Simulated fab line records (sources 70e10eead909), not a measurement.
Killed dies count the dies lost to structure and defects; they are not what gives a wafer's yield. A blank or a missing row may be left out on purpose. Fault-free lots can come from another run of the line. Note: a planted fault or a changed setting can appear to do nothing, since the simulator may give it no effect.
fab line records :: flow nand-harc :: part 2 of 2: steps 27 to 35 of 35
[record]
  lots = 5
  wafers = 15
  last-day = 33
route steps=1302 shown A_STAIRCASE@888 A_SGD_CUT@890 A_SLIT@922
lots that met no fault: from a run of the same line without faults
start-h: start of the lot's first displayed wafer, in hours after the record's first day :: wait-h: hours elapsed since this lot's preceding step :: " the same as in the row above :: L1.1+2: a row that stands for several wafers :: - either no value or no given start :: * or withheld: withheld :: < > ~ a bound
route shown NAME@n: NAME is a module with steps in the file, n the number in the route of the first one :: usual: average and standard deviation across the fault-free wafers :: same: alike in all rows :: chamber/n: place in a boat :: sites: per-site readings :: _std_site: the values' standard deviation :: _edge_site: the outer-site mean with the inner-site mean subtracted :: radius-mm: how far each site lies from the wafer's centre :: mask NAME#n: copy n :: behind: the most recent tool/chamber to have shaped the wafer :: hold: what put the lot on hold/how long, in hours/how the hold closed :: device: names the non-switching transistor (n, p or np) :: end of line: tests of these same wafers at the route's end :: for a step that has no rows: nothing shown but its recipe :: killed: dies lost to structure and defects at the first sort, not the wafer's yield :: map: dies across one wafer; x = killed, . = not, _ = none there
set.NAME: setting as actually run; set.NAME@STEP: the setting as run at that earlier step :: model.NAME: the simulator's own value behind a step, which no gauge read
certain route steps with their lots: each step a table, each wafer a row
services: a tool's chamber out of use, with start hour (start-h, from the record's first day; less than 0 if before it), hours out, and reason
[[steps]]
[step NHARC_A_SGD_CUT_ANNEAL_27]
[recipe]
  temp-c = 450
  time-s = 1800
[usual]
  spike-tc-lower-C = 449.7/1.1
lot.wafer: L090.2
tool: furnace-07
chamber: 0
start-h: 590.44
wait-h: 3.5
spike-tc-lower-C: 448.4

lot.wafer: L090.3
tool: furnace-07
chamber: 0
start-h: 590.44
wait-h: 3.5
spike-tc-lower-C: 450.0

lot.wafer: L090.5
tool: furnace-07
chamber: 0
start-h: 590.44
wait-h: 3.5
spike-tc-lower-C: 450.4

lot.wafer: L089.1
tool: furnace-04
chamber: 0
start-h: 598.91
wait-h: 3.1
spike-tc-lower-C: 448.6

lot.wafer: L089.3
tool: furnace-04
chamber: 0
start-h: 598.91
wait-h: 3.1
spike-tc-lower-C: 450.8

lot.wafer: L089.5
tool: furnace-04
chamber: 0
start-h: 598.91
wait-h: 3.1
spike-tc-lower-C: 448.6

lot.wafer: L092.2
tool: furnace-02
chamber: 0
start-h: 610.20
wait-h: 3.3
spike-tc-lower-C: 450.1

lot.wafer: L092.4
tool: furnace-02
chamber: 0
start-h: 610.20
wait-h: 3.3
spike-tc-lower-C: 450.4

lot.wafer: L092.6
tool: furnace-02
chamber: 0
start-h: 610.20
wait-h: 3.3
spike-tc-lower-C: 450.0

lot.wafer: L095.3
tool: furnace-02
chamber: 0
start-h: 640.91
wait-h: 3.6
spike-tc-lower-C: 452.1

lot.wafer: L095.4
tool: furnace-02
chamber: 0
start-h: 640.91
wait-h: 3.6
spike-tc-lower-C: 448.1

lot.wafer: L095.5
tool: furnace-02
chamber: 0
start-h: 640.91
wait-h: 3.6
spike-tc-lower-C: 450.4

lot.wafer: L097.1
tool: furnace-07
chamber: 0
start-h: 661.70
wait-h: 3.4
spike-tc-lower-C: 451.0

lot.wafer: L097.2
tool: furnace-07
chamber: 0
start-h: 661.70
wait-h: 3.4
spike-tc-lower-C: 448.7

lot.wafer: L097.5
tool: furnace-07
chamber: 0
start-h: 661.70
wait-h: 3.4
spike-tc-lower-C: 450.6
[step NHARC_A_SGD_CUT_CMP_21]
[recipe]
  target-thk-nm = 148.19
[usual]
  motor-current-A = 12.8/1.1
  time-to-endpoint-s = 51/3.1
lot.wafer: L090.3
tool: cmp-01
chamber: 3
start-h: 591.94
wait-h: 0.4
motor-current-A: 12.1
time-to-endpoint-s: 50

lot.wafer: L090.2
tool: cmp-01
chamber: 0
start-h: 591.94
wait-h: 0.4
motor-current-A: 14.3
time-to-endpoint-s: 47

lot.wafer: L090.5
tool: cmp-01
chamber: 1
start-h: 591.94
wait-h: 0.4
motor-current-A: 12.1
time-to-endpoint-s: 47

lot.wafer: L089.3
tool: cmp-01
chamber: 2
start-h: 600.42
wait-h: 0.4
motor-current-A: 13.4
time-to-endpoint-s: 51

lot.wafer: L089.1
tool: cmp-01
chamber: 3
start-h: 600.42
wait-h: 0.4
motor-current-A: 12.1
time-to-endpoint-s: 48

lot.wafer: L089.5
tool: cmp-01
chamber: 0
start-h: 600.42
wait-h: 0.4
motor-current-A: 15.7
time-to-endpoint-s: 44

lot.wafer: L092.4
tool: cmp-01
chamber: 1
start-h: 611.65
wait-h: 0.4
motor-current-A: 12.0
time-to-endpoint-s: 50

lot.wafer: L092.2
tool: cmp-01
chamber: 3
start-h: 611.65
wait-h: 0.4
motor-current-A: 11.8
time-to-endpoint-s: 52

lot.wafer: L092.6
tool: cmp-01
chamber: 1
start-h: 611.65
wait-h: 0.4
motor-current-A: 12.3
time-to-endpoint-s: 50

lot.wafer: L095.4
tool: cmp-01
chamber: 2
start-h: 642.36
wait-h: 0.4
motor-current-A: 13.1
time-to-endpoint-s: 55

lot.wafer: L095.3
tool: cmp-01
chamber: 1
start-h: 642.36
wait-h: 0.4
motor-current-A: 12.6
time-to-endpoint-s: 51

lot.wafer: L095.5
tool: cmp-01
chamber: 2
start-h: 642.36
wait-h: 0.4
motor-current-A: 13.1
time-to-endpoint-s: 52

lot.wafer: L097.1
tool: cmp-03
chamber: 1
start-h: 663.14
wait-h: 0.4
motor-current-A: 12.9
time-to-endpoint-s: 50

lot.wafer: L097.2
tool: cmp-03
chamber: 2
start-h: 663.14
wait-h: 0.4
motor-current-A: 12.2
time-to-endpoint-s: 51

lot.wafer: L097.5
tool: cmp-03
chamber: 1
start-h: 663.14
wait-h: 0.4
motor-current-A: 13.6
time-to-endpoint-s: 51
[step NHARC_A_SGD_CUT_THK_MEAS_22]
[recipe]
  thk-meas-gauge = ellipsometry
[usual]
  thk-nm = 148.1/1.4
lot.wafer: L090.2
tool: film-metro-01
chamber: -
start-h: 592.15
wait-h: 0.2
thk-nm: 147.8

lot.wafer: L090.3
tool: film-metro-01
chamber: -
start-h: 592.15
wait-h: 0.2
thk-nm: 149.0

lot.wafer: L090.5
tool: film-metro-01
chamber: -
start-h: 592.15
wait-h: 0.2
thk-nm: 147.1

lot.wafer: L089.1
tool: film-metro-01
chamber: -
start-h: 600.63
wait-h: 0.2
thk-nm: 150.5

lot.wafer: L089.3
tool: film-metro-01
chamber: -
start-h: 600.63
wait-h: 0.2
thk-nm: 149.0

lot.wafer: L089.5
tool: film-metro-01
chamber: -
start-h: 600.63
wait-h: 0.2
thk-nm: 145.7

lot.wafer: L092.2
tool: film-metro-02
chamber: -
start-h: 611.90
wait-h: 0.2
thk-nm: 149.5

lot.wafer: L092.4
tool: film-metro-02
chamber: -
start-h: 611.90
wait-h: 0.2
thk-nm: 148.1

lot.wafer: L092.6
tool: film-metro-02
chamber: -
start-h: 611.90
wait-h: 0.2
thk-nm: 148.5

lot.wafer: L095.3
tool: film-metro-02
chamber: -
start-h: 642.63
wait-h: 0.2
thk-nm: 148.4

lot.wafer: L095.4
tool: film-metro-02
chamber: -
start-h: 642.63
wait-h: 0.2
thk-nm: 149.5

lot.wafer: L095.5
tool: film-metro-02
chamber: -
start-h: 642.63
wait-h: 0.2
thk-nm: 150.8

lot.wafer: L097.1
tool: film-metro-02
chamber: -
start-h: 663.40
wait-h: 0.2
thk-nm: 149.0

lot.wafer: L097.2
tool: film-metro-02
chamber: -
start-h: 663.40
wait-h: 0.2
thk-nm: 149.1

lot.wafer: L097.5
tool: film-metro-02
chamber: -
start-h: 663.40
wait-h: 0.2
thk-nm: 149.6
[step NHARC_A_SGD_CUT_SRD_23]
lot.wafer: L090.3+5+2
tool: wet-bench-09
chamber: 6,7,0
start-h: 592.20
wait-h: 0.1

lot.wafer: L089.1+5+3
tool: wet-bench-09
chamber: 4,6,1
start-h: 600.67
wait-h: 0.0

lot.wafer: L092.2+6+4
tool: wet-bench-09
chamber: 7,2,3
start-h: 611.95
wait-h: 0.0

lot.wafer: L095.4+5+3
tool: wet-bench-09
chamber: 1,3,5
start-h: 642.67
wait-h: 0.0

lot.wafer: L097.5+1+2
tool: wet-bench-02
chamber: 1,2,5
start-h: 663.45
wait-h: 0.0
[step NHARC_A_SGD_CUT_ETCH_26]
[recipe]
  target-depth-a = 458
  chemistry = dHF
  material = SiO2
lot.wafer: L090.3+5+2
tool: wet-bench-09
chamber: 6,7,0
start-h: 592.23
wait-h: 0.0

lot.wafer: L089.1+5+3
tool: wet-bench-09
chamber: 4,6,1
start-h: 600.70
wait-h: 0.0

lot.wafer: L092.2+6+4
tool: wet-bench-09
chamber: 7,2,3
start-h: 611.97
wait-h: 0.0

lot.wafer: L095.4+5+3
tool: wet-bench-09
chamber: 1,3,5
start-h: 642.69
wait-h: 0.0

lot.wafer: L097.5+1+2
tool: wet-bench-02
chamber: 1,2,5
start-h: 663.49
wait-h: 0.0
[step NHARC_A_SGD_CUT_ETCHBACK_24]
[recipe]
  target-depth-a = 500
  over-etch-frac = 0.3
  time-s = 92.857
  ion-energy-ev = 120
  ch3f-flow-sccm = 50
  o2-flow-sccm = 30
  ar-flow-sccm = 200
  rf-w = 500
  bias-w = 100
  chemistry = CH3F/O2
[usual]
  bias-w = 100.1/0.31
  chamber-pressure-mTorr = 25.001/0.022
  drypump-motor-current-A = 5.7/0.53
  oes-product-au = 0.97/0.036
  rf-vpp-V = 244.6/1.5
  showerhead-plenum-p-Torr = 2.48/0.093
  throttle-valve-pct = 20.663/0.0089
lot.wafer: L090.2
tool: rie-diel-07
chamber: 2
start-h: 592.38
wait-h: 0.1
bias-w: 99.6
chamber-pressure-mTorr: 24.997
drypump-motor-current-A: 4.8
oes-product-au: 0.94
rf-hours-counter-h: 9
rf-vpp-V: 245.7
showerhead-plenum-p-Torr: 2.53
throttle-valve-pct: 20.653

lot.wafer: L090.3
tool: rie-diel-07
chamber: 3
start-h: 592.38
wait-h: 0.1
bias-w: 100.3
chamber-pressure-mTorr: 25.027
drypump-motor-current-A: 5.7
oes-product-au: 0.94
rf-hours-counter-h: 9
rf-vpp-V: 244.5
showerhead-plenum-p-Torr: 2.52
throttle-valve-pct: 20.663

lot.wafer: L090.5
tool: rie-diel-07
chamber: 2
start-h: 592.38
wait-h: 0.1
bias-w: 99.5
chamber-pressure-mTorr: 25.040
drypump-motor-current-A: 4.8
oes-product-au: 0.94
rf-hours-counter-h: -
rf-vpp-V: 244.6
showerhead-plenum-p-Torr: 2.53
throttle-valve-pct: 20.672

lot.wafer: L089.1
tool: rie-diel-06
chamber: 2
start-h: 600.85
wait-h: 0.2
bias-w: 99.9
chamber-pressure-mTorr: 24.989
drypump-motor-current-A: 6.6
oes-product-au: 0.98
rf-hours-counter-h: 7
rf-vpp-V: 243.6
showerhead-plenum-p-Torr: 2.45
throttle-valve-pct: 20.670

lot.wafer: L089.3
tool: rie-diel-06
chamber: 3
start-h: 600.85
wait-h: 0.2
bias-w: 100.2
chamber-pressure-mTorr: 24.988
drypump-motor-current-A: 5.7
oes-product-au: 0.99
rf-hours-counter-h: 7
rf-vpp-V: 245.2
showerhead-plenum-p-Torr: 2.54
throttle-valve-pct: 20.652

lot.wafer: L089.5
tool: rie-diel-06
chamber: 2
start-h: 600.85
wait-h: 0.2
bias-w: 99.9
chamber-pressure-mTorr: 25.021
drypump-motor-current-A: 6.6
oes-product-au: 0.98
rf-hours-counter-h: -
rf-vpp-V: 243.4
showerhead-plenum-p-Torr: 2.45
throttle-valve-pct: 20.665

lot.wafer: L092.2
tool: rie-diel-07
chamber: 2
start-h: 612.14
wait-h: 0.2
bias-w: 100.0
chamber-pressure-mTorr: 25.000
drypump-motor-current-A: 4.8
oes-product-au: 0.99
rf-hours-counter-h: 11
rf-vpp-V: 246.9
showerhead-plenum-p-Torr: 2.53
throttle-valve-pct: 20.645

lot.wafer: L092.4
tool: rie-diel-07
chamber: 3
start-h: 612.14
wait-h: 0.2
bias-w: 100.5
chamber-pressure-mTorr: 24.988
drypump-motor-current-A: 5.7
oes-product-au: 1.02
rf-hours-counter-h: 10
rf-vpp-V: 246.1
showerhead-plenum-p-Torr: 2.52
throttle-valve-pct: 20.677

lot.wafer: L092.6
tool: rie-diel-07
chamber: 2
start-h: 612.14
wait-h: 0.2
bias-w: 99.6
chamber-pressure-mTorr: 25.008
drypump-motor-current-A: 4.8
oes-product-au: 0.99
rf-hours-counter-h: -
rf-vpp-V: 245.2
showerhead-plenum-p-Torr: 2.53
throttle-valve-pct: 20.661

lot.wafer: L095.3
tool: rie-diel-07
chamber: 1
start-h: 642.85
wait-h: 0.1
bias-w: 100.3
chamber-pressure-mTorr: 24.992
drypump-motor-current-A: 5.3
oes-product-au: 1.02
rf-hours-counter-h: 13
rf-vpp-V: 241.0
showerhead-plenum-p-Torr: 2.30
throttle-valve-pct: 20.658

lot.wafer: L095.4
tool: rie-diel-07
chamber: 2
start-h: 642.85
wait-h: 0.1
bias-w: 99.8
chamber-pressure-mTorr: 24.999
drypump-motor-current-A: 4.8
oes-product-au: 1.01
rf-hours-counter-h: -
rf-vpp-V: 245.3
showerhead-plenum-p-Torr: 2.53
throttle-valve-pct: 20.661

lot.wafer: L095.5
tool: rie-diel-07
chamber: 3
start-h: 642.85
wait-h: 0.1
bias-w: 100.0
chamber-pressure-mTorr: 25.060
drypump-motor-current-A: 5.7
oes-product-au: 1.02
rf-hours-counter-h: -
rf-vpp-V: 245.2
showerhead-plenum-p-Torr: 2.52
throttle-valve-pct: 20.670

lot.wafer: L097.1
tool: rie-diel-07
chamber: 0
start-h: 663.68
wait-h: 0.2
bias-w: 100.3
chamber-pressure-mTorr: 24.989
drypump-motor-current-A: 5.5
oes-product-au: 0.99
rf-hours-counter-h: 1
rf-vpp-V: 244.8
showerhead-plenum-p-Torr: 2.48
throttle-valve-pct: 20.667

lot.wafer: L097.2
tool: rie-diel-07
chamber: 2
start-h: 663.68
wait-h: 0.2
bias-w: 100.1
chamber-pressure-mTorr: 24.978
drypump-motor-current-A: 4.8
oes-product-au: 1.01
rf-hours-counter-h: 1
rf-vpp-V: 244.8
showerhead-plenum-p-Torr: 2.53
throttle-valve-pct: 20.677

lot.wafer: L097.5
tool: rie-diel-07
chamber: 0
start-h: 663.68
wait-h: 0.2
bias-w: 100.3
chamber-pressure-mTorr: 24.975
drypump-motor-current-A: 5.5
oes-product-au: 0.99
rf-hours-counter-h: -
rf-vpp-V: 244.8
showerhead-plenum-p-Torr: 2.48
throttle-valve-pct: 20.665
[step NHARC_A_SGD_CUT_STRIP_28]
[recipe]
  time-s = 20
  o2-flow-sccm = 500
  ar-flow-sccm = 0
  bias-w = 0
  chemistry = O2
[usual]
  chamber-pressure-mTorr = 60.00/0.051
  drypump-motor-current-A = 5.7/0.52
  oes-product-au = 1.001/0.01
  rf-vpp-V = 57.9/0.89
  showerhead-plenum-p-Torr = 3.56/0.13
  throttle-valve-pct = 17.038/0.0094
[same]
  bias-w = 0
lot.wafer: L090.2
tool: rie-diel-07
chamber: 1
start-h: -
wait-h: -
chamber-pressure-mTorr: 59.97
drypump-motor-current-A: 5.3
oes-product-au: 1.012
rf-hours-counter-h: 9
rf-vpp-V: 56.7
showerhead-plenum-p-Torr: 3.31
throttle-valve-pct: 17.039

lot.wafer: L090.3
tool: rie-diel-07
chamber: 3
start-h: -
wait-h: -
chamber-pressure-mTorr: 60.00
drypump-motor-current-A: 5.7
oes-product-au: 1.002
rf-hours-counter-h: 9
rf-vpp-V: 56.4
showerhead-plenum-p-Torr: 3.62
throttle-valve-pct: 17.034

lot.wafer: L090.5
tool: rie-diel-07
chamber: 0
start-h: -
wait-h: -
chamber-pressure-mTorr: 60.00
drypump-motor-current-A: 5.5
oes-product-au: 0.991
rf-hours-counter-h: -
rf-vpp-V: 57.7
showerhead-plenum-p-Torr: 3.56
throttle-valve-pct: 17.030

lot.wafer: L089.3
tool: rie-diel-06
chamber: 1
start-h: -
wait-h: -
chamber-pressure-mTorr: 60.00
drypump-motor-current-A: 5.9
oes-product-au: 0.999
rf-hours-counter-h: 6
rf-vpp-V: 57.6
showerhead-plenum-p-Torr: 3.77
throttle-valve-pct: 17.021

lot.wafer: L089.1
tool: rie-diel-06
chamber: 3
start-h: -
wait-h: -
chamber-pressure-mTorr: 60.09
drypump-motor-current-A: 5.8
oes-product-au: 0.999
rf-hours-counter-h: 7
rf-vpp-V: 57.9
showerhead-plenum-p-Torr: 3.65
throttle-valve-pct: 17.045

lot.wafer: L089.5
tool: rie-diel-06
chamber: 1
start-h: -
wait-h: -
chamber-pressure-mTorr: 60.08
drypump-motor-current-A: 5.9
oes-product-au: 1.013
rf-hours-counter-h: -
rf-vpp-V: 58.7
showerhead-plenum-p-Torr: 3.77
throttle-valve-pct: 17.037

lot.wafer: L092.4
tool: rie-diel-07
chamber: 3
start-h: -
wait-h: -
chamber-pressure-mTorr: 59.98
drypump-motor-current-A: 5.7
oes-product-au: 1.012
rf-hours-counter-h: 10
rf-vpp-V: 58.4
showerhead-plenum-p-Torr: 3.62
throttle-valve-pct: 17.032

lot.wafer: L092.2
tool: rie-diel-07
chamber: 1
start-h: -
wait-h: -
chamber-pressure-mTorr: 60.11
drypump-motor-current-A: 5.3
oes-product-au: 1.015
rf-hours-counter-h: 10
rf-vpp-V: 57.3
showerhead-plenum-p-Torr: 3.31
throttle-valve-pct: 17.041

lot.wafer: L092.6
tool: rie-diel-07
chamber: 3
start-h: -
wait-h: -
chamber-pressure-mTorr: 59.94
drypump-motor-current-A: 5.7
oes-product-au: 1.015
rf-hours-counter-h: -
rf-vpp-V: 58.0
showerhead-plenum-p-Torr: 3.62
throttle-valve-pct: 17.059

lot.wafer: L095.3
tool: rie-diel-07
chamber: 3
start-h: 643.03
wait-h: 0.2
chamber-pressure-mTorr: 59.98
drypump-motor-current-A: 5.7
oes-product-au: 1.021
rf-hours-counter-h: 13
rf-vpp-V: 57.2
showerhead-plenum-p-Torr: 3.62
throttle-valve-pct: 17.026

lot.wafer: L095.4
tool: rie-diel-07
chamber: 1
start-h: 643.03
wait-h: 0.2
chamber-pressure-mTorr: 59.98
drypump-motor-current-A: 5.3
oes-product-au: 1.028
rf-hours-counter-h: -
rf-vpp-V: 56.7
showerhead-plenum-p-Torr: 3.31
throttle-valve-pct: 17.042

lot.wafer: L095.5
tool: rie-diel-07
chamber: 3
start-h: 643.03
wait-h: 0.2
chamber-pressure-mTorr: 60.02
drypump-motor-current-A: 5.7
oes-product-au: 1.001
rf-hours-counter-h: -
rf-vpp-V: 58.2
showerhead-plenum-p-Torr: 3.61
throttle-valve-pct: 17.035

lot.wafer: L097.1
tool: rie-diel-07
chamber: 2
start-h: -
wait-h: -
chamber-pressure-mTorr: 60.05
drypump-motor-current-A: 4.8
oes-product-au: 1.008
rf-hours-counter-h: 1
rf-vpp-V: 59.8
showerhead-plenum-p-Torr: 3.63
throttle-valve-pct: 17.043

lot.wafer: L097.2
tool: rie-diel-07
chamber: 3
start-h: -
wait-h: -
chamber-pressure-mTorr: 59.93
drypump-motor-current-A: 5.7
oes-product-au: 1.002
rf-hours-counter-h: 1
rf-vpp-V: 56.7
showerhead-plenum-p-Torr: 3.61
throttle-valve-pct: 17.053

lot.wafer: L097.5
tool: rie-diel-07
chamber: 0
start-h: -
wait-h: -
chamber-pressure-mTorr: 59.93
drypump-motor-current-A: 5.5
oes-product-au: 0.997
rf-hours-counter-h: -
rf-vpp-V: 58.6
showerhead-plenum-p-Torr: 3.56
throttle-valve-pct: 17.047
[step NHARC_A_SGD_CUT_INSPECT_25]
[usual]
  raw-defect-count = 361/69
lot.wafer: L090.2
tool: defect-inspect-02
chamber: -
start-h: 592.61
wait-h: -
raw-defect-count: 389

lot.wafer: L090.3
tool: defect-inspect-02
chamber: -
start-h: 592.61
wait-h: -
raw-defect-count: 435

lot.wafer: L090.5
tool: defect-inspect-02
chamber: -
start-h: 592.61
wait-h: -
raw-defect-count: 429

lot.wafer: L089.1
tool: defect-inspect-02
chamber: -
start-h: 601.09
wait-h: -
raw-defect-count: 331

lot.wafer: L089.3
tool: defect-inspect-02
chamber: -
start-h: 601.09
wait-h: -
raw-defect-count: 456

lot.wafer: L089.5
tool: defect-inspect-02
chamber: -
start-h: 601.09
wait-h: -
raw-defect-count: 398

lot.wafer: L092.2
tool: defect-inspect-01
chamber: -
start-h: 612.43
wait-h: -
raw-defect-count: 318

lot.wafer: L092.4
tool: defect-inspect-01
chamber: -
start-h: 612.43
wait-h: -
raw-defect-count: 329

lot.wafer: L092.6
tool: defect-inspect-01
chamber: -
start-h: 612.43
wait-h: -
raw-defect-count: 304

lot.wafer: L095.3
tool: defect-inspect-01
chamber: -
start-h: 643.13
wait-h: -
raw-defect-count: 373

lot.wafer: L095.4
tool: defect-inspect-01
chamber: -
start-h: 643.13
wait-h: -
raw-defect-count: 268

lot.wafer: L095.5
tool: defect-inspect-01
chamber: -
start-h: 643.13
wait-h: -
raw-defect-count: 362

lot.wafer: L097.1
tool: defect-inspect-02
chamber: -
start-h: 664.02
wait-h: -
raw-defect-count: 294

lot.wafer: L097.2
tool: defect-inspect-02
chamber: -
start-h: 664.02
wait-h: -
raw-defect-count: 488

lot.wafer: L097.5
tool: defect-inspect-02
chamber: -
start-h: 664.02
wait-h: -
raw-defect-count: 339
[step NHARC_A_SLIT_DEP_25]
[recipe]
  target-thk-a = 2000
  temp-c = 400
  pressure-torr = 6.5
  rf-w = 900
  teos-flow-sccm = 161.4
  flow-sccm = 2650
  target-thk-nm = 200
  gas = O2
  material = SiO2
[usual]
  heater-power-w = 561/100
  throttle-valve-pct = 15.9/0.48
lot.wafer: L090.3
tool: pecvd-01
chamber: 2
start-h: 592.72
wait-h: 0.1
heater-power-w: 671
throttle-valve-pct: 15.9

lot.wafer: L090.2
tool: pecvd-01
chamber: 0
start-h: 592.72
wait-h: 0.1
heater-power-w: 727
throttle-valve-pct: 15.8

lot.wafer: L090.5
tool: pecvd-01
chamber: 0
start-h: 592.72
wait-h: 0.1
heater-power-w: 720
throttle-valve-pct: 15.5

lot.wafer: L089.3
tool: pecvd-04
chamber: 0
start-h: 601.16
wait-h: 0.1
heater-power-w: 538
throttle-valve-pct: 16.8

lot.wafer: L089.1
tool: pecvd-04
chamber: 2
start-h: 601.16
wait-h: 0.1
heater-power-w: 641
throttle-valve-pct: 15.2

lot.wafer: L089.5
tool: pecvd-04
chamber: 2
start-h: 601.16
wait-h: 0.1
heater-power-w: 632
throttle-valve-pct: 15.7

lot.wafer: L092.2
tool: pecvd-01
chamber: 2
start-h: 612.64
wait-h: 0.2
heater-power-w: 706
throttle-valve-pct: 16.1

lot.wafer: L092.6
tool: pecvd-01
chamber: 1
start-h: 612.64
wait-h: 0.2
heater-power-w: 463
throttle-valve-pct: 16.2

lot.wafer: L092.4
tool: pecvd-01
chamber: 0
start-h: 612.64
wait-h: 0.2
heater-power-w: 591
throttle-valve-pct: 15.7

lot.wafer: L095.3
tool: pecvd-03
chamber: 0
start-h: 643.20
wait-h: 0.1
heater-power-w: 524
throttle-valve-pct: 16.2

lot.wafer: L095.5
tool: pecvd-03
chamber: 0
start-h: 643.20
wait-h: 0.1
heater-power-w: 517
throttle-valve-pct: 16.0

lot.wafer: L095.4
tool: pecvd-03
chamber: 2
start-h: 643.20
wait-h: 0.1
heater-power-w: 471
throttle-valve-pct: 15.8

lot.wafer: L097.2
tool: pecvd-04
chamber: 2
start-h: 664.13
wait-h: 0.1
heater-power-w: 553
throttle-valve-pct: 15.1

lot.wafer: L097.1
tool: pecvd-04
chamber: 0
start-h: 664.13
wait-h: 0.1
heater-power-w: 527
throttle-valve-pct: 16.2

lot.wafer: L097.5
tool: pecvd-04
chamber: 1
start-h: 664.13
wait-h: 0.1
heater-power-w: 612
throttle-valve-pct: 15.8
[[services]]
tool: wet-bench-03
chamber: -
start-h: 562.40
hours: 8.0
kind: pm

tool: arfi-scanner-02
chamber: -
start-h: 564.24
hours: 0.5
kind: repair

tool: furnace-02
chamber: -
start-h: 567.73
hours: 26.0
kind: pm

tool: fcvd-01
chamber: -
start-h: 573.99
hours: 0.8
kind: repair

tool: cmp-01
chamber: -
start-h: 578.19
hours: 4.0
kind: pm

tool: wet-bench-04
chamber: -
start-h: 579.20
hours: 8.0
kind: pm

tool: pecvd-04
chamber: 2
start-h: 582.05
hours: 17.2
kind: repair

tool: rie-diel-01
chamber: -
start-h: 585.80
hours: 13.2
kind: repair

tool: wet-bench-09
chamber: -
start-h: 586.01
hours: 4.7
kind: repair

tool: pecvd-02
chamber: -
start-h: 589.13
hours: 13.0
kind: pm

tool: arfi-scanner-01
chamber: -
start-h: 596.00
hours: 4.0
kind: pm

tool: wet-bench-02
chamber: -
start-h: 596.05
hours: 8.0
kind: pm

tool: rie-diel-06
chamber: -
start-h: 599.07
hours: 1.0
kind: repair

tool: arfi-scanner-02
chamber: -
start-h: 599.13
hours: 1.0
kind: repair

tool: cmp-03
chamber: -
start-h: 615.45
hours: 0.5
kind: repair

tool: rie-diel-06
chamber: 1
start-h: 629.48
hours: 3.8
kind: repair

tool: pecvd-04
chamber: -
start-h: 631.44
hours: 13.0
kind: pm

tool: rie-diel-01
chamber: 1
start-h: 641.93
hours: 3.9
kind: repair

tool: rie-diel-07
chamber: 0
start-h: 642.07
hours: 10.0
kind: repair

tool: pecvd-04
chamber: -
start-h: 645.91
hours: 0.9
kind: repair

tool: rie-diel-07
chamber: -
start-h: 648.20
hours: 9.0
kind: pm

tool: arfi-scanner-02
chamber: -
start-h: 656.93
hours: 4.0
kind: pm

tool: pecvd-04
chamber: -
start-h: 660.24
hours: 0.8
kind: repair

tool: rie-diel-06
chamber: -
start-h: 661.20
hours: 9.0
kind: pm
